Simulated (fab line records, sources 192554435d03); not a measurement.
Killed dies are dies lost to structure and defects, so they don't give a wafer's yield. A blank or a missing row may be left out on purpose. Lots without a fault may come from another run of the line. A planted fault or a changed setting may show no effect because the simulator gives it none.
fab line records | flow n5_finfet
record lots=7 wafers=39
route steps=1938 shown FIN_SAQP@120 FIN_CUT@169 DUMMY_GATE@237 HKMG_FIN@421 MOL_CONTACT_COAG@559 PASSIVATION@1936
start_h: hours from the record's first day to the start of the lot's first wafer shown | wait_h: hours since the lot's step before | " the same as in the row above | L1.1+2: a row that stands for several wafers | - no value, or no start given | * or withheld: withheld | < > ~ a bound
route shown NAME@n: a module of which the file shows steps, and the number in the route of the first | usual: mean/standard deviation of fault-free wafers | same: alike in all rows | chamber/n: place in a boat | sites: the reading at each site | _std_site: their standard deviation | _edge_site: outer sites' mean less inner sites' | radius_mm: how far each site lies from the wafer's centre | mask NAME#n: copy n | behind: the tool/chamber that last shaped the wafer | hold: why the lot was held/for how many hours/how that ended | device: the transistor (n, p or np) that didn't switch | end of line: the same wafers' tests at the end of the route | a step without rows: its recipe alone | killed: dies lost to structure and defects at the first sort, not the wafer's yield | map: a wafer's dies, x killed, . not, _ none there
set.NAME: the setting as run; set.NAME@STEP: as run at that earlier step | model.NAME: the simulator's own value behind a step, which no gauge read
lots whose settings were changed on purpose; a table a step, a row a wafer
## steps
# step N5_FIN_SAQP_MANDREL_ETCH_22
# recipe target_depth_a=600 chemistry=HBr/Cl2 target=a-Si stop_on=SiNx bt_time_s=10 over_etch_frac=0.5 time_s=30 pressure_mtorr=10 icp_w=800 bias_w=75 HBr_flow_sccm=150 Cl2_flow_sccm=80 ends=end_point
# step N5_FIN_CUT_ETCH_21
# recipe chemistry=N2/H2 target=SOC target_depth_a=2190 overetch_a=438 mask_material=SiARC temp_c=40 ion_energy_ev=100 bias_w=61 time_s=523.5 pressure_mtorr=30 source_w=850 n2_flow_sccm=200 h2_flow_sccm=200
# step N5_FIN_CUT_CUT_ETCH_26
# recipe chemistry=CH3F/O2 target=SiNx target_depth_a=390 mask_material=SOC time_s=55.7 pressure_mtorr=30 source_w=395 bias_w=73 Ar_flow_sccm=150 CH3F_flow_sccm=30 O2_flow_sccm=20 ion_energy_ev=120
# step N5_DUMMY_GATE_ETCH_37
# recipe chemistry=N2/H2 target=SOC target_depth_a=600 overetch_a=300 temp_c=40 ion_energy_ev=200 pressure_mtorr=30 source_w=840 bias_w=150 n2_flow_sccm=200 h2_flow_sccm=200
# step N5_HKMG_FIN_PWFM_ALD_03
# recipe material=TiN target_thk_a=20 temp_c=400 ald_precursor_family=TiCl4 ald_co_reactant=NH3 pulse_time_s=1 purge_time_s=3 co_reactant_purge_time_s=2 co_reactant_pulse_time_s=2 ald_cycles=91 pressure_torr=3
# step N5_MOL_CONTACT_COAG_ALD_27
# recipe material=SiOC target_thk_a=170 temp_c=400 ald_precursor_family=carbosiloxane ald_co_reactant=H2-plasma pulse_time_s=1.5 time_s=2720 purge_time_s=2 co_reactant_purge_time_s=2 ald_cycles=340 pressure_torr=2
# step N5_MOL_CONTACT_COAG_EXPOSE_37
# recipe mask_id=VD na=0.33 source_shape=annular sigma_inner=0.3 sigma_outer=0.7 polarization=unpolarized defocus_nm=0 dose_mj=62
# step N5_PASSIVATION_PROBE_49
# usual defect_limited_yield=91.2/1.4 killed_at_contacts=13/7.8 killed_dies=103/17 sort_bin_6_memory=3.3/0.71
# columns lot.wafer tool chamber start_h wait_h set.target_depth_a@FIN_SAQP_MANDREL_ETCH_22 set.bias_w@FIN_CUT_ETCH_21 set.target_depth_a@FIN_CUT_CUT_ETCH_26 set.source_w@DUMMY_GATE_ETCH_37 set.ald_cycles@HKMG_FIN_PWFM_ALD_03 set.time_s@MOL_CONTACT_COAG_ALD_27 set.dose_mj@MOL_CONTACT_COAG_EXPOSE_37 defect_limited_yield[%] killed_at_contacts killed_dies sort_bin_6_memory[%]
L079.1 prober-01 - 342.57 0.0 661.2 61 390 738.3 91 2135 62 90.2 12 116 4.0
L079.2 prober-01 - 342.62 0.1 661.2 55.83 390 840 86 2135 62 88.9 20 131 4.0
L079.3 prober-01 - 342.67 0.1 661.2 55.83 390 738.3 86 2135 62 89.7 18 121 3.1
L079.4 prober-01 - 342.72 0.2 600 61 390 840 91 2720 62 91.9 9 95 3.1
L079.5 prober-01 - 342.77 0.2 600 61 390 738.3 86 2720 62 90.8 17 108 4.0
L079.6 prober-01 - 342.82 0.3 600 55.83 390 840 91 2720 62 89.9 15 119 3.3
L084.1 prober-02 - 372.54 0.0 558.1 67.53 390 840 91 2720 65.49 90.3 28 114 3.7
L084.2 prober-02 - 372.59 0.1 600 67.53 390 840 85 2720 65.49 91.1 19 105 3.3
L084.3 prober-02 - 372.64 0.1 600 61 390 969.8 85 2720 62 91.0 16 106 3.1
L084.4 prober-02 - 372.69 0.2 558.1 61 353.7 840 91 2720 62 92.3 10 91 3.1
L084.5 prober-02 - 372.74 0.2 600 67.53 353.7 969.8 91 2720 62 91.4 15 102 3.4
L084.6 prober-02 - 372.79 0.3 558.1 61 353.7 969.8 85 2720 65.49 93.1 13 82 2.6
L086.1 prober-01 - 381.59 0.0 600 71.27 371.3 840 91 2720 64.22 93.1 20 81 2.5
L086.2 prober-01 - 381.64 0.1 600 71.27 390 740.6 87 3042 64.22 90.8 21 108 3.0
L086.3 prober-01 - 381.69 0.1 600 61 390 840 91 3042 64.22 94.9 11 60 1.4
L086.4 prober-01 - 381.74 0.2 643.6 71.27 371.3 740.6 91 3042 62 92.6 23 87 3.4
L086.5 prober-01 - 381.79 0.2 643.6 61 390 840 87 2720 62 93.1 11 81 3.3
L086.6 prober-01 - 381.84 0.3 643.6 61 371.3 740.6 87 2720 62 90.4 33 113 3.5
L087.1 prober-02 - 382.95 0.0 600 61 438.5 840 87 2720 62 91.8 15 97 2.5
L087.2 prober-02 - 383.00 0.1 600 61 390 983.1 87 2720 57.44 70.3 246 351 11.6
L087.3 prober-02 - 383.05 0.1 600 68.98 390 840 91 2720 57.44 69.3 268 362 11.2
L087.4 prober-02 - 383.10 0.2 567.5 68.98 438.5 983.1 87 2720 57.44 73.9 233 308 10.7
L087.5 prober-02 - 383.15 0.2 567.5 68.98 438.5 983.1 91 2720 62 90.0 8 118 3.7
L087.6 prober-02 - 383.20 0.3 567.5 61 390 840 91 2720 62 91.1 21 105 3.4
L089.1 prober-01 - 409.87 0.0 600 61 390 840 91 2720 62 92.5 7 89 3.0
L089.3 prober-01 - 409.97 0.1 600 61 390 840 91 2720 62 90.0 9 118 3.5
L089.6 prober-01 - 410.12 0.3 600 61 390 840 91 2720 62 93.6 11 76 2.7
L093.1 prober-02 - 434.80 0.0 543.4 57.27 390 840 91 2720 57.16 65.8 317 403 12.5
L093.2 prober-02 - 434.85 0.1 543.4 57.27 372.8 840 99 2720 62 90.1 19 117 2.6
L093.3 prober-02 - 434.90 0.1 600 61 390 840 91 2720 62 90.0 11 118 3.6
L093.4 prober-02 - 434.95 0.2 600 61 372.8 840 91 2720 57.16 64.4 329 420 11.9
L093.5 prober-02 - 435.00 0.2 543.4 61 390 840 99 2720 57.16 65.2 319 411 11.0
L093.6 prober-02 - 435.05 0.3 600 57.27 372.8 840 99 2720 62 93.1 14 82 1.7
L097.1 prober-02 - 441.01 0.1 639 53.33 390 840 100 3279 62 90.8 9 108 3.6
L097.2 prober-02 - 441.06 0.2 639 53.33 390 840 91 2720 62 89.4 8 125 4.1
L097.3 prober-02 - 441.11 0.2 600 61 390 840 100 2720 60.36 93.4 11 78 2.9
L097.4 prober-02 - 441.16 0.3 600 53.33 390 840 91 3279 60.36 91.2 8 104 3.8
L097.5 prober-02 - 441.21 0.3 639 61 390 840 91 3279 62 90.2 9 116 3.6
L097.6 prober-02 - 441.26 0.4 600 61 390 840 100 2720 60.36 91.5 17 100 3.6
# killed by level:class
L079.1 MOL_CONTACT_COAG:geometric_particle:open=11 FIN_SAQP:geometric_particle:short=10 FIN_SAQP:geometric_particle:open=9 STI_FIN_REVEAL:geometric_particle:open=9 GATE_CUT:geometric_particle:open=8 BEOL_M4:geometric_particle:open=8 BEOL_M2:geometric_particle:open=6 GATE_CUT:geometric_particle:short=5
L079.2 FIN_SAQP:geometric_particle:short=20 MOL_CONTACT_COAG:geometric_particle:open=17 BEOL_M4:geometric_particle:open=13 FIN_SAQP:geometric_particle:open=12 STI_FIN_REVEAL:geometric_particle:open=9 BEOL_M2:geometric_particle:open=9 BEOL_M3:geometric_particle:open=7 STARTING-WAFER:geometric_particle:open=6
L079.3 FIN_CUT:area_etch=18 FIN_SAQP:geometric_particle:open=14 MOL_CONTACT_COAG:geometric_particle:open=14 BEOL_M4:geometric_particle:open=11 BEOL_M2:geometric_particle:open=10 FIN_SAQP:geometric_particle:short=9 STI_FIN_REVEAL:geometric_particle:open=5 BEOL_M8:geometric_particle:open=3
L079.4 BEOL_M3:geometric_particle:open=12 BEOL_M0_SAQP:geometric_particle:open=11 FIN_SAQP:geometric_particle:short=9 BEOL_M0_SAQP:geometric_particle:short=9 MOL_CONTACT_COAG:geometric_particle:open=9 BEOL_M2:geometric_particle:open=7 FIN_SAQP:geometric_particle:open=5 BEOL_M4:geometric_particle:open=4
L079.5 STI_FIN_REVEAL:geometric_particle:open=16 MOL_CONTACT_COAG:geometric_particle:open=12 BEOL_M4:geometric_particle:open=10 FIN_SAQP:geometric_particle:short=5 FIN_SAQP:geometric_particle:open=5 STI_FIN_REVEAL:geometric_particle:short=5 MOL_CONTACT_COAG:geometric_particle:short=5 BEOL_M0_SAQP:geometric_particle:open=5
L079.6 MOL_CONTACT_COAG:geometric_particle:open=12 STI_FIN_REVEAL:geometric_particle:open=11 BEOL_M3:geometric_particle:open=8 BEOL_M4:geometric_particle:open=8 FIN_CUT:area_etch=7 FIN_SAQP:geometric_particle:short=6 FIN_SAQP:geometric_particle:open=5 BEOL_M2:geometric_particle:open=5
L084.1 MOL_CONTACT_COAG:geometric_particle:open=23 BEOL_M0_SAQP:geometric_particle:short=15 GATE_CUT:geometric_particle:open=10 BEOL_M0_SAQP:geometric_particle:open=10 STI_FIN_REVEAL:geometric_particle:open=6 GATE_CUT:geometric_particle:short=6 MOL_CONTACT_COAG:geometric_particle:short=5 BEOL_M1:geometric_particle:open=5
L084.2 BEOL_M3:geometric_particle:open=16 MOL_CONTACT_COAG:geometric_particle:open=13 FIN_SAQP:geometric_particle:short=10 BEOL_M0_SAQP:geometric_particle:short=9 GATE_CUT:geometric_particle:short=7 MOL_CONTACT_COAG:geometric_particle:short=6 BEOL_M0_SAQP:geometric_particle:open=5 BEOL_M2:geometric_particle:open=4
L084.3 BEOL_M3:geometric_particle:open=18 BEOL_M0_SAQP:geometric_particle:short=17 MOL_CONTACT_COAG:geometric_particle:open=15 BEOL_M0_SAQP:geometric_particle:open=6 GATE_CUT:geometric_particle:short=5 GATE_CUT:geometric_particle:open=4 BEOL_M3:geometric_particle:short=4 BEOL_M6:geometric_particle:open=4
L084.4 MOL_CONTACT_COAG:geometric_particle:open=8 BEOL_M3:geometric_particle:open=8 BEOL_M0_SAQP:geometric_particle:short=7 BEOL_M0_SAQP:geometric_particle:open=6 STI_FIN_REVEAL:geometric_particle:open=5 STARTING-WAFER:geometric_particle:open=5 GATE_CUT:geometric_particle:open=4 BEOL_M2:geometric_particle:open=4
L084.5 MOL_CONTACT_COAG:geometric_particle:open=13 BEOL_M2:geometric_particle:open=9 BEOL_M3:geometric_particle:open=7 BEOL_M0_SAQP:geometric_particle:open=7 BEOL_M0_SAQP:geometric_particle:short=7 FIN_SAQP:geometric_particle:open=6 BEOL_M1:geometric_particle:open=6 GATE_CUT:geometric_particle:open=5
L084.6 MOL_CONTACT_COAG:geometric_particle:open=12 BEOL_M0_SAQP:geometric_particle:open=9 BEOL_M3:geometric_particle:open=8 FIN_SAQP:geometric_particle:open=5 BEOL_M2:geometric_particle:open=5 BEOL_M1:geometric_particle:open=4 BEOL_M6:geometric_particle:open=4 ILD0:geometric_particle:short=3
L086.1 MOL_CONTACT_COAG:geometric_particle:open=16 HKMG_FIN:area_etch=12 BEOL_M3:geometric_particle:open=6 BEOL_M4:geometric_particle:open=5 MOL_CONTACT_COAG:geometric_particle:short=4 DUMMY_GATE:geometric_particle:open=3 ILD0:geometric_particle:short=3 GATE_CUT:geometric_particle:short=3
L086.2 MOL_CONTACT_COAG:geometric_particle:open=17 STI_FIN_REVEAL:geometric_particle:open=11 BEOL_M1:geometric_particle:open=9 BEOL_M3:geometric_particle:open=8 BEOL_M0_SAQP:geometric_particle:short=5 FIN_SAQP:geometric_particle:open=4 FIN_SAQP:geometric_particle:short=4 MOL_CONTACT_COAG:geometric_particle:short=4
L086.3 MOL_CONTACT_COAG:geometric_particle:open=9 BEOL_M3:geometric_particle:open=7 FIN_SAQP:geometric_particle:open=3 BEOL_M0_SAQP:geometric_particle:short=3 HKMG_FIN:area_etch=3 FIN_SAQP:geometric_particle:short=2 STI_FIN_REVEAL:geometric_particle:open=2 DUMMY_GATE:geometric_particle:open=2
L086.4 MOL_CONTACT_COAG:geometric_particle:open=20 BEOL_M2:geometric_particle:open=8 BEOL_M0_SAQP:geometric_particle:short=7 BEOL_M0_SAQP:geometric_particle:open=5 BEOL_M3:geometric_particle:open=5 BEOL_M1:geometric_particle:open=4 BEOL_M4:geometric_particle:open=4 STI_FIN_REVEAL:geometric_particle:short=3
L086.5 MOL_CONTACT_COAG:geometric_particle:open=9 FIN_SAQP:geometric_particle:short=7 FIN_SAQP:geometric_particle:open=7 BEOL_M0_SAQP:geometric_particle:short=7 BEOL_M0_SAQP:geometric_particle:open=5 ILD0:geometric_particle:open=4 MIM_TOP_ETCH:geometric_particle:short=4 BEOL_M2:geometric_particle:open=3
L086.6 MOL_CONTACT_COAG:geometric_particle:open=25 FIN_SAQP:geometric_particle:short=10 MOL_CONTACT_COAG:geometric_particle:short=8 BEOL_M0_SAQP:geometric_particle:open=8 BEOL_M3:geometric_particle:open=7 FIN_SAQP:geometric_particle:open=6 STI_FIN_REVEAL:geometric_particle:open=6 BEOL_M1:geometric_particle:open=6
L087.1 MOL_CONTACT_COAG:geometric_particle:open=10 BEOL_M4:geometric_particle:open=9 FIN_SAQP:geometric_particle:open=6 BEOL_M1:geometric_particle:open=6 STI_FIN_REVEAL:geometric_particle:open=5 MOL_CONTACT_COAG:geometric_particle:short=5 BEOL_M0_SAQP:geometric_particle:open=5 FIN_SAQP:geometric_particle:short=4
L087.2 MOL_CONTACT_COAG:area_expose=242 BEOL_M3:geometric_particle:open=14 STI_FIN_REVEAL:geometric_particle:open=13 FIN_SAQP:geometric_particle:short=10 FIN_SAQP:geometric_particle:open=9 GATE_CUT:geometric_particle:short=4 BEOL_M3:geometric_particle:short=4 STARTING-WAFER:geometric_particle:open=4
L087.3 MOL_CONTACT_COAG:area_expose=249 MOL_CONTACT_COAG:geometric_particle:open=14 BEOL_M3:geometric_particle:open=11 FIN_SAQP:geometric_particle:open=9 FIN_SAQP:geometric_particle:short=8 STI_FIN_REVEAL:geometric_particle:open=8 BEOL_M2:geometric_particle:open=5 MOL_CONTACT_COAG:geometric_particle:short=5
L087.4 MOL_CONTACT_COAG:area_expose=226 BEOL_M3:geometric_particle:open=10 STI_FIN_REVEAL:geometric_particle:open=9 MOL_CONTACT_COAG:geometric_particle:open=7 FIN_SAQP:geometric_particle:short=6 BEOL_M0_SAQP:geometric_particle:open=5 BEOL_M0:geometric_particle:open=4 BEOL_M4:geometric_particle:open=4
L087.5 BEOL_M4:geometric_particle:open=14 STI_FIN_REVEAL:geometric_particle:open=12 FIN_SAQP:geometric_particle:open=8 BEOL_M3:geometric_particle:open=8 MOL_CONTACT_COAG:geometric_particle:open=7 BEOL_M2:geometric_particle:open=6 BEOL_M0_SAQP:geometric_particle:short=6 BEOL_M0_SAQP:geometric_particle:open=4
L087.6 MOL_CONTACT_COAG:geometric_particle:open=15 STI_FIN_REVEAL:geometric_particle:open=10 BEOL_M0:geometric_particle:short=9 FIN_SAQP:geometric_particle:open=8 BEOL_M2:geometric_particle:open=8 BEOL_M3:geometric_particle:open=8 FIN_SAQP:geometric_particle:short=6 MOL_CONTACT_COAG:geometric_particle:short=6
L089.1 STI_FIN_REVEAL:geometric_particle:open=18 BEOL_M1:geometric_particle:open=10 FIN_SAQP:geometric_particle:open=9 GATE_CUT:geometric_particle:open=6 MOL_CONTACT_COAG:geometric_particle:open=6 BEOL_M0_SAQP:geometric_particle:short=5 FIN_SAQP:geometric_particle:short=4 BEOL_M0_SAQP:geometric_particle:open=3
L089.3 FIN_SAQP:geometric_particle:open=13 STI_FIN_REVEAL:geometric_particle:open=10 BEOL_M0_SAQP:geometric_particle:short=10 FIN_SAQP:geometric_particle:short=6 GATE_CUT:geometric_particle:short=6 MOL_CONTACT_COAG:geometric_particle:short=5 BEOL_M1:geometric_particle:open=5 BEOL_M8:geometric_particle:open=5
L089.6 STI_FIN_REVEAL:geometric_particle:open=12 BEOL_M2:geometric_particle:open=10 MOL_CONTACT_COAG:geometric_particle:open=8 BEOL_M0_SAQP:geometric_particle:open=6 BEOL_M1:geometric_particle:open=5 BEOL_M0_SAQP:geometric_particle:short=4 FIN_SAQP:geometric_particle:short=3 DUMMY_GATE:geometric_particle:open=3
L093.1 MOL_CONTACT_COAG:area_expose=306 MOL_CONTACT_COAG:geometric_particle:open=9 BEOL_M3:geometric_particle:open=9 BEOL_M1:geometric_particle:open=8 BEOL_M4:geometric_particle:open=8 FIN_SAQP:geometric_particle:open=7 FIN_SAQP:geometric_particle:short=6 MIM_TOP_ETCH:geometric_particle:open=5
L093.2 MOL_CONTACT_COAG:geometric_particle:open=16 BEOL_M1:geometric_particle:open=12 BEOL_M4:geometric_particle:open=11 BEOL_M2:geometric_particle:open=10 FIN_SAQP:geometric_particle:open=9 BEOL_M3:geometric_particle:open=7 BEOL_M0_SAQP:geometric_particle:open=6 FIN_SAQP:geometric_particle:short=5
L093.3 MOL_CONTACT_COAG:geometric_particle:open=11 BEOL_M3:geometric_particle:open=11 BEOL_M4:geometric_particle:open=11 FIN_SAQP:geometric_particle:short=8 FIN_SAQP:geometric_particle:open=8 BEOL_M0_SAQP:geometric_particle:open=8 BEOL_M1:geometric_particle:open=6 HKMG_FIN:area_etch=6
L093.4 MOL_CONTACT_COAG:area_expose=324 BEOL_M3:geometric_particle:open=14 BEOL_M4:geometric_particle:open=11 FIN_SAQP:geometric_particle:short=10 HKMG_FIN:area_etch=9 BEOL_M1:geometric_particle:open=6 MOL_CONTACT_COAG:geometric_particle:open=5 BEOL_M0_SAQP:geometric_particle:open=5
L093.5 MOL_CONTACT_COAG:area_expose=313 BEOL_M1:geometric_particle:open=14 BEOL_M3:geometric_particle:open=14 BEOL_M2:geometric_particle:open=12 BEOL_M4:geometric_particle:open=7 FIN_SAQP:geometric_particle:open=6 MOL_CONTACT_COAG:geometric_particle:open=6 BEOL_M3:geometric_particle:short=5
L093.6 MOL_CONTACT_COAG:geometric_particle:open=12 BEOL_M3:geometric_particle:open=9 HKMG_FIN:area_etch=9 BEOL_M1:geometric_particle:open=8 BEOL_M4:geometric_particle:open=8 FIN_SAQP:geometric_particle:short=4 BEOL_M1:geometric_particle:short=4 STARTING-WAFER:geometric_particle:short=4
L097.1 STI_FIN_REVEAL:geometric_particle:open=13 BEOL_M2:geometric_particle:open=11 FIN_SAQP:geometric_particle:open=8 MOL_CONTACT_COAG:geometric_particle:open=7 BEOL_M1:geometric_particle:open=7 BEOL_M0_SAQP:geometric_particle:open=6 FIN_SAQP:geometric_particle:short=5 DUMMY_GATE:geometric_particle:open=5
L097.2 STI_FIN_REVEAL:geometric_particle:open=19 FIN_CUT:area_etch=16 BEOL_M4:geometric_particle:open=10 FIN_SAQP:geometric_particle:open=6 FIN_SAQP:geometric_particle:short=6 MOL_CONTACT_COAG:geometric_particle:open=6 BEOL_M3:geometric_particle:open=6 BEOL_M1:geometric_particle:short=5
L097.3 FIN_SAQP:geometric_particle:short=8 STI_FIN_REVEAL:geometric_particle:open=8 DUMMY_GATE:geometric_particle:open=7 BEOL_M4:geometric_particle:open=6 MOL_CONTACT_COAG:area_expose=6 BEOL_M2:geometric_particle:open=5 MOL_CONTACT_COAG:geometric_particle:open=4 BEOL_M1:geometric_particle:short=4
L097.4 BEOL_M4:geometric_particle:open=13 BEOL_M3:geometric_particle:open=12 BEOL_M2:geometric_particle:open=10 FIN_SAQP:geometric_particle:short=7 BEOL_M1:geometric_particle:short=6 BEOL_M1:geometric_particle:open=6 STARTING-WAFER:geometric_particle:open=5 DUMMY_GATE:geometric_particle:open=4
L097.5 BEOL_M0_SAQP:geometric_particle:short=15 BEOL_M0_SAQP:geometric_particle:open=10 DUMMY_GATE:geometric_particle:open=10 BEOL_M4:geometric_particle:open=9 FIN_SAQP:geometric_particle:short=7 DUMMY_GATE:geometric_particle:short=7 MOL_CONTACT_COAG:geometric_particle:open=7 FIN_SAQP:geometric_particle:open=5
L097.6 BEOL_M4:geometric_particle:open=14 BEOL_M1:geometric_particle:open=12 MOL_CONTACT_COAG:geometric_particle:open=7 BEOL_M0_SAQP:geometric_particle:short=7 BEOL_M0_SAQP:geometric_particle:open=7 BEOL_M1:geometric_particle:short=6 MOL_CONTACT_COAG:area_expose=6 BEOL_M2:geometric_particle:open=5
## key
split step=N5_FIN_SAQP_MANDREL_ETCH_22 setting=target_depth_a stated_as=600
response none clear
split step=N5_FIN_CUT_ETCH_21 setting=bias_w stated_as=61
response none clear
split step=N5_FIN_CUT_CUT_ETCH_26 setting=target_depth_a stated_as=390
response none clear
split step=N5_DUMMY_GATE_ETCH_37 setting=source_w stated_as=840
response none clear
split step=N5_HKMG_FIN_PWFM_ALD_03 setting=ald_cycles stated_as=91
response none clear
split step=N5_MOL_CONTACT_COAG_ALD_27 setting=time_s stated_as=2720
response none clear
split step=N5_MOL_CONTACT_COAG_EXPOSE_37 setting=dose_mj stated_as=62
response step=N5_PASSIVATION_PROBE_49 reading=sort_bin_6_memory slope=-0.772 per=1% together_with=all explained=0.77
response step=N5_PASSIVATION_PROBE_49 reading=killed_at_contacts slope=-24.4 per=1% together_with=all explained=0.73
response step=N5_PASSIVATION_PROBE_49 reading=defect_limited_yield slope=+2.03 per=1% together_with=all explained=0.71
response step=N5_PASSIVATION_PROBE_49 reading=killed_dies slope=-24 per=1% together_with=all explained=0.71
